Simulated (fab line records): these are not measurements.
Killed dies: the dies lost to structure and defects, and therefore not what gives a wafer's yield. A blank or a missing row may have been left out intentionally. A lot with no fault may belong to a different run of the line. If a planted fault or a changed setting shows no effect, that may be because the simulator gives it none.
Which of the tools did it? / flow nand_harc / 72 wafers from 24 lots sampled at 4 of the route's 1302 steps

WHAT THE GAUGES SHOWED, per wafer
NHARC_A_CONTACT_INSPECT_71.
lot=L074; measured=day 21 23:49; on=defect_inspect-01; raw_defect_count=80 78 74
lot=L075; measured=day 22 06:43; on=defect_inspect-02; raw_defect_count=48 43 52
lot=L076; measured=day 22 14:09; on=defect_inspect-01; raw_defect_count=66 64 56
lot=L077; measured=day 23 03:40; on=defect_inspect-02; raw_defect_count=23 28 19
lot=L078; measured=day 23 06:08; on=defect_inspect-01; raw_defect_count=154 158 158
lot=L079; measured=day 24 02:44; on=defect_inspect-01; raw_defect_count=150 160 139
lot=L080; measured=day 24 03:25; on=defect_inspect-01; raw_defect_count=25 22 23
lot=L083; measured=day 25 02:33; on=defect_inspect-01; raw_defect_count=172 170 167
lot=L081; measured=day 25 02:42; on=defect_inspect-02; raw_defect_count=119 111 104
lot=L082; measured=day 25 03:28; on=defect_inspect-02; raw_defect_count=76 76 82
lot=L084; measured=day 25 20:29; on=defect_inspect-01; raw_defect_count=116 145 154
lot=L085; measured=day 25 20:49; on=defect_inspect-02; raw_defect_count=26 27 25
lot=L087; measured=day 27 03:45; on=defect_inspect-02; raw_defect_count=101 86 95
lot=L086; measured=day 27 04:45; on=defect_inspect-02; raw_defect_count=67 50 58
lot=L089; measured=day 27 18:31; on=defect_inspect-01; raw_defect_count=108 117 112
lot=L088; measured=day 27 21:54; on=defect_inspect-01; raw_defect_count=58 41 49
lot=L090; measured=day 28 23:08; on=defect_inspect-01; raw_defect_count=122 122 104
lot=L091; measured=day 29 01:31; on=defect_inspect-02; raw_defect_count=75 73 80
lot=L093; measured=day 29 16:58; on=defect_inspect-01; raw_defect_count=106 103 117
lot=L092; measured=day 29 20:03; on=defect_inspect-02; raw_defect_count=27 28 35
lot=L095; measured=day 30 10:50; on=defect_inspect-02; raw_defect_count=29 37 25
lot=L094; measured=day 30 10:59; on=defect_inspect-02; raw_defect_count=70 93 94
lot=L096; measured=day 31 01:40; on=defect_inspect-01; raw_defect_count=97 90 90
lot=L097; measured=day 31 15:53; on=defect_inspect-01; raw_defect_count=68 60 46

WHAT TOOL EACH LOT RAN ON (gives the tool, then ch and the chambers of the sampled wafers, and finally the start)
lot=L074; NHARC_A_CONTACT_ETCH_120=har_cap_etch-01 ch 0,1, day 21 16:37; NHARC_A_CONTACT_ETCH_122=har_cap_etch-01 ch 0,1, day 21 16:58; NHARC_A_CONTACT_STRIP_55=rie_diel-01 ch 0,2,3, day 21 23:49 or earlier
lot=L075; NHARC_A_CONTACT_ETCH_120=har_cap_etch-02 ch 0,1, day 21 19:47; NHARC_A_CONTACT_ETCH_122=har_cap_etch-02 ch 0,1, day 21 20:08; NHARC_A_CONTACT_STRIP_55=rie_diel-01 ch 0,1,3, day 22 06:43 or earlier
lot=L076; NHARC_A_CONTACT_ETCH_120=har_cap_etch-02 ch 0,1, day 22 07:23; NHARC_A_CONTACT_ETCH_122=har_cap_etch-02 ch 0,1, day 22 07:44; NHARC_A_CONTACT_STRIP_55=rie_diel-03 ch 0,1,3, day 22 14:09 or earlier
lot=L077; NHARC_A_CONTACT_ETCH_120=har_cap_etch-03 ch 0,1, day 22 20:49; NHARC_A_CONTACT_ETCH_122=har_cap_etch-03 ch 0,1, day 22 21:10; NHARC_A_CONTACT_STRIP_55=rie_diel-03 ch 0,3, day 23 03:40 or earlier
lot=L078; NHARC_A_CONTACT_ETCH_120=har_cap_etch-02 ch 0,1, day 22 22:20; NHARC_A_CONTACT_ETCH_122=har_cap_etch-02 ch 0,1, day 22 22:41; NHARC_A_CONTACT_STRIP_55=rie_diel-01 ch 0,1,3, day 23 06:08 or earlier
lot=L079; NHARC_A_CONTACT_ETCH_120=har_cap_etch-02 ch 0,1, day 23 19:49; NHARC_A_CONTACT_ETCH_122=har_cap_etch-02 ch 0,1, day 23 20:10; NHARC_A_CONTACT_STRIP_55=rie_diel-01 ch 0,1, day 24 02:44 or earlier
lot=L080; NHARC_A_CONTACT_ETCH_120=har_cap_etch-01 ch 0,1, day 23 20:39; NHARC_A_CONTACT_ETCH_122=har_cap_etch-01 ch 0,1, day 23 21:00; NHARC_A_CONTACT_STRIP_55=rie_diel-01 ch 2,3, day 24 03:25 or earlier
lot=L083; NHARC_A_CONTACT_ETCH_120=har_cap_etch-01 ch 0,1, day 24 14:59; NHARC_A_CONTACT_ETCH_122=har_cap_etch-01 ch 0,1, day 24 15:20; NHARC_A_CONTACT_STRIP_55=rie_diel-01 ch 1,2, day 25 02:33 or earlier
lot=L081; NHARC_A_CONTACT_ETCH_120=har_cap_etch-03 ch 0,1, day 24 17:10; NHARC_A_CONTACT_ETCH_122=har_cap_etch-03 ch 0,1, day 24 17:31; NHARC_A_CONTACT_STRIP_55=rie_diel-01 ch 0,2, day 25 02:42 or earlier
lot=L082; NHARC_A_CONTACT_ETCH_120=har_cap_etch-02 ch 0,1, day 24 20:38; NHARC_A_CONTACT_ETCH_122=har_cap_etch-02 ch 0,1, day 24 20:59; NHARC_A_CONTACT_STRIP_55=rie_diel-01 ch 0,1,2, day 25 03:28 or earlier
lot=L084; NHARC_A_CONTACT_ETCH_120=har_cap_etch-03 ch 1, day 25 13:45; NHARC_A_CONTACT_ETCH_122=har_cap_etch-03 ch 1, day 25 14:05; NHARC_A_CONTACT_STRIP_55=rie_diel-03 ch 0,1, day 25 20:29 or earlier
lot=L085; NHARC_A_CONTACT_ETCH_120=har_cap_etch-01 ch 0,1, day 25 13:56; NHARC_A_CONTACT_ETCH_122=har_cap_etch-01 ch 0,1, day 25 14:17; NHARC_A_CONTACT_STRIP_55=rie_diel-01 ch 1,3, day 25 20:49 or earlier
lot=L087; NHARC_A_CONTACT_ETCH_120=har_cap_etch-02 ch 0,1, day 26 18:49; NHARC_A_CONTACT_ETCH_122=har_cap_etch-02 ch 0,1, day 26 19:10; NHARC_A_CONTACT_STRIP_55=rie_diel-03 ch 1,2,3, day 27 03:45 or earlier
lot=L086; NHARC_A_CONTACT_ETCH_120=har_cap_etch-03 ch 0,1, day 26 20:01; NHARC_A_CONTACT_ETCH_122=har_cap_etch-03 ch 0,1, day 26 20:21; NHARC_A_CONTACT_STRIP_55=rie_diel-13 ch 0,1,2, day 27 04:45 or earlier
lot=L089; NHARC_A_CONTACT_ETCH_120=har_cap_etch-03 ch 0,1, day 27 11:35; NHARC_A_CONTACT_ETCH_122=har_cap_etch-03 ch 0,1, day 27 12:03; NHARC_A_CONTACT_STRIP_55=rie_diel-13 ch 1,2, day 27 18:31 or earlier
lot=L088; NHARC_A_CONTACT_ETCH_120=har_cap_etch-01 ch 0,1, day 27 14:22; NHARC_A_CONTACT_ETCH_122=har_cap_etch-01 ch 0,1, day 27 14:43; NHARC_A_CONTACT_STRIP_55=rie_diel-13 ch 0,1,3, day 27 21:54 or earlier
lot=L090; NHARC_A_CONTACT_ETCH_120=har_cap_etch-01 ch 0,1, day 28 16:22; NHARC_A_CONTACT_ETCH_122=har_cap_etch-01 ch 0,1, day 28 16:42; NHARC_A_CONTACT_STRIP_55=rie_diel-01 ch 0,2,3, day 28 23:08 or earlier
lot=L091; NHARC_A_CONTACT_ETCH_120=har_cap_etch-03 ch 0,1, day 28 16:59; NHARC_A_CONTACT_ETCH_122=har_cap_etch-03 ch 0,1, day 28 17:26; NHARC_A_CONTACT_STRIP_55=rie_diel-01 ch 0,2, day 29 01:31 or earlier
lot=L093; NHARC_A_CONTACT_ETCH_120=har_cap_etch-03 ch 0,1, day 29 09:37; NHARC_A_CONTACT_ETCH_122=har_cap_etch-03 ch 0,1, day 29 10:05; NHARC_A_CONTACT_STRIP_55=rie_diel-13 ch 0,1, day 29 16:58 or earlier
lot=L092; NHARC_A_CONTACT_ETCH_120=har_cap_etch-01 ch 0,1, day 29 13:21; NHARC_A_CONTACT_ETCH_122=har_cap_etch-01 ch 0,1, day 29 13:42; NHARC_A_CONTACT_STRIP_55=rie_diel-01 ch 1,2,3, day 29 20:03 or earlier
lot=L095; NHARC_A_CONTACT_ETCH_120=har_cap_etch-03 ch 0,1, day 30 03:41; NHARC_A_CONTACT_ETCH_122=har_cap_etch-03 ch 0,1, day 30 04:08; NHARC_A_CONTACT_STRIP_55=rie_diel-01 ch 0,3, day 30 10:50 or earlier
lot=L094; NHARC_A_CONTACT_ETCH_120=har_cap_etch-02 ch 0,1, day 30 04:01; NHARC_A_CONTACT_ETCH_122=har_cap_etch-02 ch 0,1, day 30 04:22; NHARC_A_CONTACT_STRIP_55=rie_diel-01 ch 0,1,3, day 30 10:59 or earlier
lot=L096; NHARC_A_CONTACT_ETCH_120=har_cap_etch-03 ch 0,1, day 30 18:35; NHARC_A_CONTACT_ETCH_122=har_cap_etch-03 ch 0,1, day 30 19:03; NHARC_A_CONTACT_STRIP_55=rie_diel-01 ch 0,1,3, day 31 01:40 or earlier
lot=L097; NHARC_A_CONTACT_ETCH_120=har_cap_etch-02 ch 0,1, day 31 05:26; NHARC_A_CONTACT_ETCH_122=har_cap_etch-02 ch 0,1, day 31 05:47; NHARC_A_CONTACT_STRIP_55=rie_diel-01 ch 0,2,3, day 31 15:53 or earlier
- NHARC_A_CONTACT_ETCH_120: etches the open film in C4F8/O2/Ar, time 190 s, target depth 1850 nm.
- NHARC_A_CONTACT_ETCH_122: etches the open film in C4F8/O2/Ar, time 190 s, target depth 1850 nm.
- NHARC_A_CONTACT_STRIP_55: strips in O2.

AS READ BY THE TOOLS THEMSELVES (means over the sampled wafers that have a number; for cases with no such wafer, the mark the record gives instead)
NHARC_A_CONTACT_STRIP_55.
lot=L074; tool=rie_diel-01; drypump_motor_current_A (A)=5.8; mfc_ar_sccm (sccm)=0.002; oes_product_au (a.u.)=1.000; rf_vpp_V (V)=58.1; showerhead_plenum_p_Torr (Torr)=3.44; throttle_valve_pct (%)=17.030
lot=L075; tool=rie_diel-01; drypump_motor_current_A (A)=5.6; mfc_ar_sccm (sccm)=0.009; oes_product_au (a.u.)=0.999; rf_vpp_V (V)=57.6; showerhead_plenum_p_Torr (Torr)=3.57; throttle_valve_pct (%)=17.036
lot=L076; tool=rie_diel-03; drypump_motor_current_A (A)=5.9; mfc_ar_sccm (sccm)=0.018; oes_product_au (a.u.)=1.003; rf_vpp_V (V)=57.3; showerhead_plenum_p_Torr (Torr)=3.60; throttle_valve_pct (%)=17.031
lot=L077; tool=rie_diel-03; drypump_motor_current_A (A)=5.9; mfc_ar_sccm (sccm)=0.023; oes_product_au (a.u.)=1.017; rf_vpp_V (V)=58.2; showerhead_plenum_p_Torr (Torr)=3.52; throttle_valve_pct (%)=17.030
lot=L078; tool=rie_diel-01; drypump_motor_current_A (A)=5.6; mfc_ar_sccm (sccm)=0.009; oes_product_au (a.u.)=0.998; rf_vpp_V (V)=58.9; showerhead_plenum_p_Torr (Torr)=3.57; throttle_valve_pct (%)=17.034
lot=L079; tool=rie_diel-01; drypump_motor_current_A (A)=6.0; mfc_ar_sccm (sccm)=0.007; oes_product_au (a.u.)=1.007; rf_vpp_V (V)=57.4; showerhead_plenum_p_Torr (Torr)=3.68; throttle_valve_pct (%)=17.036
lot=L080; tool=rie_diel-01; drypump_motor_current_A (A)=5.4; mfc_ar_sccm (sccm)=0.005; oes_product_au (a.u.)=0.994; rf_vpp_V (V)=57.2; showerhead_plenum_p_Torr (Torr)=3.32; throttle_valve_pct (%)=17.044
lot=L083; tool=rie_diel-01; drypump_motor_current_A (A)=5.6; mfc_ar_sccm (sccm)=0.013; oes_product_au (a.u.)=0.989; rf_vpp_V (V)=58.3; showerhead_plenum_p_Torr (Torr)=3.66; throttle_valve_pct (%)=17.032
lot=L081; tool=rie_diel-01; drypump_motor_current_A (A)=6.2; mfc_ar_sccm (sccm)=0.000; oes_product_au (a.u.)=1.009; rf_vpp_V (V)=57.7; showerhead_plenum_p_Torr (Torr)=3.56; throttle_valve_pct (%)=17.040
lot=L082; tool=rie_diel-01; drypump_motor_current_A (A)=5.9; mfc_ar_sccm (sccm)=0.007; oes_product_au (a.u.)=0.997; rf_vpp_V (V)=58.7; showerhead_plenum_p_Torr (Torr)=3.61; throttle_valve_pct (%)=17.040
lot=L084; tool=rie_diel-03; drypump_motor_current_A (A)=5.9; mfc_ar_sccm (sccm)=0.010; oes_product_au (a.u.)=1.013; rf_vpp_V (V)=57.5; showerhead_plenum_p_Torr (Torr)=3.54; throttle_valve_pct (%)=17.037
lot=L085; tool=rie_diel-01; drypump_motor_current_A (A)=5.3; mfc_ar_sccm (sccm)=0.011; oes_product_au (a.u.)=1.000; rf_vpp_V (V)=57.1; showerhead_plenum_p_Torr (Torr)=3.45; throttle_valve_pct (%)=17.033
lot=L087; tool=rie_diel-03; drypump_motor_current_A (A)=5.9; mfc_ar_sccm (sccm)=0.013; oes_product_au (a.u.)=1.004; rf_vpp_V (V)=59.1; showerhead_plenum_p_Torr (Torr)=3.69; throttle_valve_pct (%)=17.030
lot=L086; tool=rie_diel-13; drypump_motor_current_A (A)=5.8; mfc_ar_sccm (sccm)=0.009; oes_product_au (a.u.)=1.018; rf_vpp_V (V)=58.1; showerhead_plenum_p_Torr (Torr)=3.41; throttle_valve_pct (%)=17.042
lot=L089; tool=rie_diel-13; drypump_motor_current_A (A)=5.8; mfc_ar_sccm (sccm)=0.009; oes_product_au (a.u.)=1.008; rf_vpp_V (V)=57.8; showerhead_plenum_p_Torr (Torr)=3.44; throttle_valve_pct (%)=17.035
lot=L088; tool=rie_diel-13; drypump_motor_current_A (A)=5.9; mfc_ar_sccm (sccm)=0.000; oes_product_au (a.u.)=1.004; rf_vpp_V (V)=57.9; showerhead_plenum_p_Torr (Torr)=3.48; throttle_valve_pct (%)=17.031
lot=L090; tool=rie_diel-01; drypump_motor_current_A (A)=5.8; mfc_ar_sccm (sccm)=0.002; oes_product_au (a.u.)=1.005; rf_vpp_V (V)=58.1; showerhead_plenum_p_Torr (Torr)=3.43; throttle_valve_pct (%)=17.038
lot=L091; tool=rie_diel-01; drypump_motor_current_A (A)=6.0; mfc_ar_sccm (sccm)=0.000; oes_product_au (a.u.)=0.995; rf_vpp_V (V)=57.3; showerhead_plenum_p_Torr (Torr)=3.47; throttle_valve_pct (%)=17.040
lot=L093; tool=rie_diel-13; drypump_motor_current_A (A)=5.5; mfc_ar_sccm (sccm)=0.000; oes_product_au (a.u.)=1.007; rf_vpp_V (V)=57.5; showerhead_plenum_p_Torr (Torr)=3.43; throttle_valve_pct (%)=17.031
lot=L092; tool=rie_diel-01; drypump_motor_current_A (A)=5.5; mfc_ar_sccm (sccm)=0.009; oes_product_au (a.u.)=1.003; rf_vpp_V (V)=57.3; showerhead_plenum_p_Torr (Torr)=3.48; throttle_valve_pct (%)=17.041
lot=L095; tool=rie_diel-01; drypump_motor_current_A (A)=5.9; mfc_ar_sccm (sccm)=0.002; oes_product_au (a.u.)=1.014; rf_vpp_V (V)=57.9; showerhead_plenum_p_Torr (Torr)=3.50; throttle_valve_pct (%)=17.036
lot=L094; tool=rie_diel-01; drypump_motor_current_A (A)=5.6; mfc_ar_sccm (sccm)=0.009; oes_product_au (a.u.)=1.004; rf_vpp_V (V)=58.5; showerhead_plenum_p_Torr (Torr)=3.55; throttle_valve_pct (%)=17.037
lot=L096; tool=rie_diel-01; drypump_motor_current_A (A)=5.6; mfc_ar_sccm (sccm)=0.009; oes_product_au (a.u.)=0.997; rf_vpp_V (V)=58.1; showerhead_plenum_p_Torr (Torr)=3.55; throttle_valve_pct (%)=17.045
lot=L097; tool=rie_diel-01; drypump_motor_current_A (A)=5.8; mfc_ar_sccm (sccm)=0.002; oes_product_au (a.u.)=1.002; rf_vpp_V (V)=57.0; showerhead_plenum_p_Torr (Torr)=3.42; throttle_valve_pct (%)=17.037

THE ANSWER, worked out from the rows above alone
Rule: usual is defined by the lots themselves. The widest of any qualifying gaps counts: lots, ordered by their means at a reading, are off when they make up no more than a third of the lots, leave a main group of 4 or more, and stand apart from it by 3 or more times the standard deviation of that group's means. Not used: any main group whose means are identical at the precision the tables above print for the reading. Also off: a lot with no number at a reading for which 4 or more lots have one. Where the step has rows for the other lots, those lots are counted as sound. First the gauges in route order, then the tools' own readings, where a lot's mean is used as printed above. At the first step where some lot is off, the reading lying furthest off is the one used; lots without a number count as furthest.
No lot is off on any of the readings shown, so nothing can be concluded from this.

WHAT THE SIMULATOR PUT IN
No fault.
